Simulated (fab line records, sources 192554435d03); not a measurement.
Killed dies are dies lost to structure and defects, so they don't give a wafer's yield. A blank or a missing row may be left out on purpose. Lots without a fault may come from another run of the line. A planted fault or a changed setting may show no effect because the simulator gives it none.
Problem report in the 8D (eight disciplines) form, filled by code | flow n5_finfet | the parts of the form that need people (team, actions taken, sign-off) are left out

1. THE PROBLEM
etch_rf_on_time_s at N5_BEOL_M1_ETCH_69 reads a mean of 16.9 s on 2 wafers of 2 lots; wafers without a fault read 26.1 s with a standard deviation of 0.72. That is -13 standard deviations from the usual mean.
The step: etches SiARC in CF4, target depth 15.6 nm, time 26 s.
First seen on wafer L776.3, day 8 01:57, on rie_diel-06. The record holds 24 wafers of 8 lots with a number at this step. Rule for "out", or "out of limits": more than 4 standard deviations from the usual mean. The other wafers with a number count as sound.

2. WHAT IT IS AND WHAT IT IS NOT
question                    | is                | is not
which readings at this step | etch_rf_on_time_s | drypump_motor_current_A, rf_vpp_V, showerhead_plenum_p_Torr, throttle_valve_pct
which lots                  | L776, L779        | L769, L770, L781, L785, L791, L792
which wafers of those lots  | L776.3, L779.1    | L776.5, L776.6, L779.4, L779.5
read on which tools         | rie_diel-06       | rie_diel-01, rie_diel-03
when                        | from day 8 01:57  | up to then (8 sound wafers); but 14 sound wafers of L779, L781, L785, L791, L792 came after

3. SUSPECTS, AND WHAT RULES EACH OUT
Counting: a tool at a process step up to the reading stays a suspect if it ran every lot that is out. Sound lots after the first of them don't rule it out here, since some wafers of a struck lot are sound.
- rie_diel-06 at N5_BEOL_M1_ETCH_77 (etches underlayer in N2/H2, target depth 6.5 nm, time 5.2 s): kept. It ran every lot that is out, first L776 (day 8 01:56); its last sound lot up to then is L770 (day 6 09:44).
- rie_diel-06 at N5_BEOL_M1_ETCH_69 (etches SiARC in CF4, target depth 15.6 nm, time 26 s): kept. It ran every lot that is out, first L776 (day 8 01:57); its last sound lot up to then is L770 (day 6 09:45). Its own readings are out on those wafers: etch_rf_on_time_s.
Left after counting: rie_diel-06 at N5_BEOL_M1_ETCH_77, rie_diel-06 at N5_BEOL_M1_ETCH_69.

4. THE CAUSE (what the simulator had put in)
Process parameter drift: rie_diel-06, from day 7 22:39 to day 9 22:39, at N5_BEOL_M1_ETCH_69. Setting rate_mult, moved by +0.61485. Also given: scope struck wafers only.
Counting left 2 suspects, and this tool is among them.

5. THE CHAIN OF EFFECTS, in route order
Each row: a reading whose mean over the struck wafers that have a number lies more than 3 standard deviations from the usual. Only readings for which the record gives a usual standard deviation are gone through. hours: the time from each lot's start at the first step in this table that gives one to its start at this step, as a median over the lots. sigmas: the change in usual standard deviations.
hours | step               | reading           | usual  | on struck wafers | change | sigmas
0     | N5_BEOL_M1_ETCH_69 | etch_rf_on_time_s | 26.1 s | 16.9             | -9.2   | -13
The process steps in it:
- N5_BEOL_M1_ETCH_69: etches SiARC in CF4, target depth 15.6 nm, time 26 s.
Later measuring or inspecting steps at which every struck wafer that the step has a row for has a number for every such reading, and none has moved that far: N5_BEOL_M4_RC_MEAS_101.

6. WHAT WOULD HAVE CAUGHT IT SOONER
In this record the first reading out of limits was taken at day 8 01:57, 3 hours after the fault began at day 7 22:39.
